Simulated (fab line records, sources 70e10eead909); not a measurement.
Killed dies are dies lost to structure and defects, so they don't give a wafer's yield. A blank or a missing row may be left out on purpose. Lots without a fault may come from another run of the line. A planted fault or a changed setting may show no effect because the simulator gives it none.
One fault seen from 3 desks | flow nand_harc | each desk has only its own numbers; what lay behind them comes last

THE DEFECT DESK
What the inspections along the route counted, lot by lot: means of the sampled wafers that have a number. A lot is out of limits, marked OUT, if its mean lies more than 4 standard deviations from the usual mean; the brackets give that distance.
Columns: A = raw_defect_count at NHARC_P_GATE_INSPECT_28, usual 6.2
lot  | first seen here | A
L600 | day 4 21:15     | 6.3
L601 | day 5 15:26     | 6.7
L613 | day 10 07:11    | 9.0
L614 | day 11 00:16    | 4.7
L621 | day 13 17:54    | 6.7
L623 | day 14 20:21    | 7.0
This desk's finding: nothing out of limits on any of the 6 lots.

THE METROLOGY DESK
What the gauges read, lot by lot, whatever tool the lot ran on: means of the sampled wafers that have a number. A lot is out of limits, marked OUT, if its mean lies more than 4 standard deviations from the usual mean; the brackets give that distance.
Columns: A = cd_nm at NHARC_P_GATE_CD_MEAS_26, usual 120.0 nm; B = overlay_x_nm at NHARC_P_GATE_OVL_MEAS_27, usual 0.3 nm; C = overlay_y_nm at NHARC_P_GATE_OVL_MEAS_27, usual -0.2 nm
lot  | first seen here | A     | B    | C
L600 | day 4 21:08     | 121.0 | 1.2  | -0.3
L601 | day 5 15:19     | 120.2 | 0.0  | 0.0
L613 | day 10 07:04    | 119.7 | -0.3 | 1.4
L614 | day 11 00:08    | 120.0 | -0.2 | 1.7
L621 | day 13 17:46    | 120.6 | 1.1  | 0.7
L623 | day 14 20:14    | 119.5 | 1.3  | -0.6
This desk's finding: nothing out of limits on any of the 6 lots.

THE TOOL OWNER'S DESK: rie_diel-08
The tool's own readings at NHARC_P_GATE_ETCH_104 (etches the open film in CF4/CHF3, target depth 60 nm): means of the sampled wafers that have a number, for each lot that ran on this tool. A lot is out of limits, marked OUT, if its mean lies more than 4 standard deviations from the usual mean; the brackets give that distance.
Columns: A = cf4_flow_sccm at NHARC_P_GATE_ETCH_104, usual 100.0 sccm; B = drypump_motor_current_A at NHARC_P_GATE_ETCH_104, usual 5.6 A; C = oes_product_au at NHARC_P_GATE_ETCH_104, usual 0.954 a.u.; D = rf_fwd_power_W at NHARC_P_GATE_ETCH_104, usual 491.8 W; E = rf_vpp_V at NHARC_P_GATE_ETCH_104, usual 371.9 V; F = showerhead_plenum_p_Torr at NHARC_P_GATE_ETCH_104, usual 1.61 Torr; G = throttle_valve_pct at NHARC_P_GATE_ETCH_104, usual 16.802 %
lot  | first seen here | A     | B   | C     | D               | E     | F    | G
L601 | day 5 15:35     | 100.1 | 5.5 | 0.956 | 491.0           | 371.3 | 1.58 | 16.805
L613 | day 10 07:20    | 100.0 | 5.5 | 0.885 | 424.8 (-29) OUT | 371.9 | 1.58 | 16.798
L614 | day 11 00:25    | 100.0 | 5.4 | 0.890 | 425.0 (-29) OUT | 371.6 | 1.59 | 16.800
L621 | day 13 18:02    | 99.9  | 5.8 | 0.961 | 493.4           | 370.7 | 1.57 | 16.800
This desk's finding: out of limits on L613, L614; first on L613, day 10 07:20 (rf_fwd_power_W at NHARC_P_GATE_ETCH_104). In limits: L601, L621.

PUT TOGETHER
The tool owner's desk could have raised an alarm at day 10 07:20, on L613, L614.
The defect desk saw nothing out of limits.
The metrology desk saw nothing out of limits.
The defect desk has L613, L614 on record, within its limits.
The metrology desk has L613, L614 on record, within its limits.
Of the lots named, all ran NHARC_P_GATE_ETCH_104 on rie_diel-08.

WHAT THE SIMULATOR HAD PUT IN
Process parameter drift: rie_diel-08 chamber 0, from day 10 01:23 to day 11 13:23, at NHARC_P_GATE_ETCH_104. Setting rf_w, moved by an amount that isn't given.
Lots struck among those shown: L613, L614.
Hours from the fault's start to each desk's first reading out of limits: the tool owner's desk, 6.
